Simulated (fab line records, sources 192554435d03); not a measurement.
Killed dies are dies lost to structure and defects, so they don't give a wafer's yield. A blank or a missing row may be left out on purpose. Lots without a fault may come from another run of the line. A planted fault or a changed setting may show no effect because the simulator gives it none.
Chamber matching | flow n5_finfet | N5_BEOL_M9_ETCH_62 on rie_diel-05: 4 sister chambers
The step etches SOC in N2/H2, target depth 110 nm, overetch 22 nm, time 165 s. 8 wafers are shown with their chamber, then 9 later ones without.

WAFERS WITH THEIR CHAMBER
wafer  | chamber | drypump_motor_current_A (A) | showerhead_plenum_p_Torr (Torr)
L082.3 | 1       | 6.3                         | 2.62
L083.3 | 1       | 6.3                         | 2.61
L083.6 | 2       | 5.3                         | 2.64
L088.5 | 0       | 6.1                         | 2.55
L088.6 | 2       | 5.3                         | 2.63
L091.3 | 3       | 6.2                         | 2.42
L091.4 | 0       | 6.1                         | 2.55
L091.6 | 3       | 6.1                         | 2.42

WAFERS WITHOUT THEIR CHAMBER
wafer  | drypump_motor_current_A (A) | showerhead_plenum_p_Torr (Torr)
L089.2 | 5.3                         | 2.63
L089.3 | 6.1                         | 2.55
L089.5 | 6.1                         | 2.42
L093.4 | 6.1                         | 2.55
L093.5 | 6.1                         | 2.55
L093.6 | 6.1                         | 2.42
L094.2 | 6.1                         | 2.54
L094.3 | 5.3                         | 2.63
L094.4 | 6.1                         | 2.42

WHICH CHAMBER EACH WENT THROUGH
wafer  | from the rows above | in truth
L089.2 | 2                   | 2
L089.3 | 0                   | 0
L089.5 | 3                   | 3
L093.4 | 0                   | 0
L093.5 | 0                   | 0
L093.6 | 3                   | 3
L094.2 | 0                   | 0
L094.3 | 2                   | 2
L094.4 | 3                   | 3
Placed correctly: 9 of 9. Can't be placed from these rows: 0. Placed wrongly: 0.
How it was worked out, from the rows above alone: a wafer's distance from a chamber is the root of the sum, over the readings, of the square of ((its reading less the chamber's mean) divided by the reading's scatter). The wafer belongs to the nearest chamber; if the next one is less than 2 further off, it can't be placed. A chamber's mean is the mean of its shown wafers. The scatter: the root of (the sum of the squares of (reading less its chamber's mean) over the shown wafers, divided by (wafers less chambers)).
